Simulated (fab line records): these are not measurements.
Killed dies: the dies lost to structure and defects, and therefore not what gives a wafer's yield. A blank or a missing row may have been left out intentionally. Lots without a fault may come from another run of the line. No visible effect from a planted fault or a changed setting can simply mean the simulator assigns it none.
2 desks, one fault    flow n5_finfet    only its own numbers are on each desk; what lay behind them is given at the end
Where a reading is given only as a bound, like >300, the bound stands for it, and a mean or a difference that rests on one is marked > or <: the true number lies beyond.

== THE DEFECT DESK ==
Per lot, the means of the sampled wafers with a number show what the inspections along the route counted. Marked OUT: a lot whose mean sits more than 4 standard deviations from the usual mean, which makes it out of limits; the brackets give that distance.
Columns: A = raw_defect_count at N5_WELL_APT_INSPECT_38, usual 13; B = raw_defect_count at N5_PMOS_HMC_CHANNEL_EPI_INSPECT_11, usual 1.9
lot   first seen here  A                      B
L442  day 1 17:26      9                      2.0
L446  day 2 17:11      10                     2.0
L447  day 2 22:56      12                     0.3
L453  day 4 10:34      18                     1.0
L457  day 5 11:03      512 (+99 or more) OUT  >300 (+99 or more) OUT
L460  day 6 04:32      521 (+99 or more) OUT  >300 (+99 or more) OUT
L463  day 6 22:39      17                     2.3
L464  day 7 04:43      8                      1.0
L465  day 7 10:52      10                     0.7
This desk's verdict: out of limits on L457, L460, starting with L457 at day 5 11:03 (raw_defect_count at N5_WELL_APT_INSPECT_38). In limits: L442, L446, L447, L453, L463, L464, L465.

== THE METROLOGY DESK ==
What the gauges read for every lot (on any tool): the sampled wafers with a number, averaged. Marked OUT: a lot whose mean sits more than 4 standard deviations from the usual mean, which makes it out of limits; the brackets give that distance. Of its 11 readings 7 are shown: those that lie furthest out on some lot.
Columns: A = DIBL_N at N5_BEOL_M4_RC_MEAS_101, usual 36.2 mV/V; B = DIBL_P at N5_BEOL_M4_RC_MEAS_101, usual 36.2 mV/V; C = IOFF_N at N5_BEOL_M4_RC_MEAS_101, usual 0.16 nA/um; D = IOFF_P at N5_BEOL_M4_RC_MEAS_101, usual 0.21 nA/um; E = SS_P at N5_BEOL_M4_RC_MEAS_101, usual 73.2 mV/dec; F = VT_N at N5_BEOL_M4_RC_MEAS_101, usual 250 mV; G = VT_P at N5_BEOL_M4_RC_MEAS_101, usual -251 mV
lot   first seen here  A     B     C     D     E     F    G
L442  day 1 15:26      37.1  36.7  0.16  0.20  73.8  252  -252
L446  day 2 14:55      35.3  34.9  0.14  0.19  72.9  249  -252
L447  day 2 20:58      40.4  40.5  0.25  0.32  74.6  243  -245
L453  day 4 08:50      34.4  33.5  0.12  0.18  72.6  252  -252
L457  day 5 09:07      35.8  36.0  0.16  0.22  73.5  251  -250
L460  day 6 02:49      32.4  31.7  0.10  0.14  72.3  257  -256
L463  day 6 20:48      37.0  35.4  0.14  0.22  72.8  250  -249
L464  day 7 02:50      36.4  35.9  0.15  0.21  72.7  251  -251
L465  day 7 08:56      34.7  35.8  0.14  0.16  73.4  253  -258
Finding of this desk: none of the 9 lots has anything out of limits.

== TAKEN TOGETHER ==
The defect desk could have raised an alarm at day 5 11:03, on L457, L460.
Nothing out of limits was seen by the metrology desk.
The metrology desk holds a record of L457, L460, inside its limits.
The lots listed all ran N5_WELL_APT_OXIDE_STRIP_42 on wet_bench-03.

== WHAT THE SIMULATOR HAD INSERTED ==
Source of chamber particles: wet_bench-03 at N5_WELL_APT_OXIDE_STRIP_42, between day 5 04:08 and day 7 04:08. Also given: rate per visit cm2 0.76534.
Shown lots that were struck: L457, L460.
Hours from the fault's start to each desk's first reading out of limits: the defect desk, 7.
